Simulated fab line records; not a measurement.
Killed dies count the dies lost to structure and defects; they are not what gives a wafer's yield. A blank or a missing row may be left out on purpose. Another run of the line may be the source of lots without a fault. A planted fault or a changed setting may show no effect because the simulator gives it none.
Matching of chambers + flow nand harc + NHARC_A_STAIRCASE_TRIM_20 on rie diel-08 has 4 sister chambers
The step chemistry O2, time 211.2 s. 16 wafers are shown with their chamber, then 8 later ones without.

## WAFERS PAIRED WITH THEIR CHAMBERS
| wafer  | chamber | showerhead plenum p Torr (Torr) | rf vpp V (V) | oes product au (a.u.) |
|--------|---------|---------------------------------|--------------|-----------------------|
| L077.4 | 0       | 3.40                            | 57.2         | 1.019                 |
| L077.5 | 1       | 3.55                            | 56.8         | 1.006                 |
| L077.6 | 0       | 3.40                            | 57.4         | 1.014                 |
| L079.3 | 2       | 3.38                            | 55.6         | 1.007                 |
| L079.5 | 1       | 3.54                            | 58.2         | 1.015                 |
| L079.6 | 0       | 3.40                            | 57.7         | 1.011                 |
| L085.1 | 2       | 3.36                            | 56.8         | 0.991                 |
| L085.2 | 0       | 3.39                            | 58.5         | 0.995                 |
| L085.3 | 3       | 3.76                            | 57.9         | 0.988                 |
| L086.1 | 3       | 3.76                            | 58.2         | 0.995                 |
| L086.3 | 0       | 3.39                            | 56.9         | 1.001                 |
| L086.4 | 2       | 3.36                            | 57.3         | 1.000                 |
| L091.2 | 3       | 3.75                            | 58.4         | 0.990                 |
| L091.4 | 2       | 3.35                            | 56.6         | 0.981                 |
| L091.5 | 1       | 3.52                            | 56.3         | 0.992                 |
| L092.1 | 1       | 3.52                            | 57.3         | 0.999                 |

SIGNATURES (averages over the wafers above)
| reading                  | chamber 0 | chamber 1 | chamber 2 | chamber 3 | scatter within a chamber |
|--------------------------|-----------|-----------|-----------|-----------|--------------------------|
| showerhead plenum p Torr | 3.3960    | 3.5325    | 3.3625    | 3.7567    | 0.0106                   |
| rf vpp V                 | 57.540    | 57.150    | 56.575    | 58.167    | 0.653                    |
| oes product au           | 1.00800   | 1.00300   | 0.99475   | 0.99100   | 0.00949                  |
Rule: distance of a wafer from a chamber = root of the sum over the readings of ((wafer's reading minus chamber's mean) / reading's scatter) squared. The wafer belongs to the nearest chamber; if the next one is less than 2 further off, it can't be placed. The scatter: the root of (the sum of the squares of (reading less its chamber's mean) over the shown wafers, divided by (wafers less chambers)).

## WAFERS WHOSE CHAMBER IS MISSING
| wafer  | showerhead plenum p Torr (Torr) | rf vpp V (V) | oes product au (a.u.) |
|--------|---------------------------------|--------------|-----------------------|
| L092.2 | 3.35                            | 56.9         | 0.993                 |
| L092.3 | 3.38                            | 56.3         | 1.003                 |
| L095.2 | 3.75                            | 58.7         | 1.006                 |
| L095.4 | 3.51                            | 57.5         | 1.001                 |
| L095.5 | 3.75                            | 56.8         | 1.000                 |
| L097.2 | 3.34                            | 57.0         | 1.005                 |
| L097.4 | 3.51                            | 57.4         | 1.001                 |
| L097.6 | 3.51                            | 57.9         | 1.003                 |

## WHICH CHAMBER EACH ONE RAN IN
| wafer  | from the rows above     | in truth |
|--------|-------------------------|----------|
| L092.2 | 2                       | 2        |
| L092.3 | can't be placed: 2 or 0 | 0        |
| L095.2 | 3                       | 3        |
| L095.4 | 1                       | 1        |
| L095.5 | 3                       | 3        |
| L097.2 | 2                       | 2        |
| L097.4 | 1                       | 1        |
| L097.6 | 1                       | 1        |
Placed correctly: 7 of 8. From these rows, 1 cannot be placed; in 1 the true chamber is one of the candidates. Placed wrongly: 0.
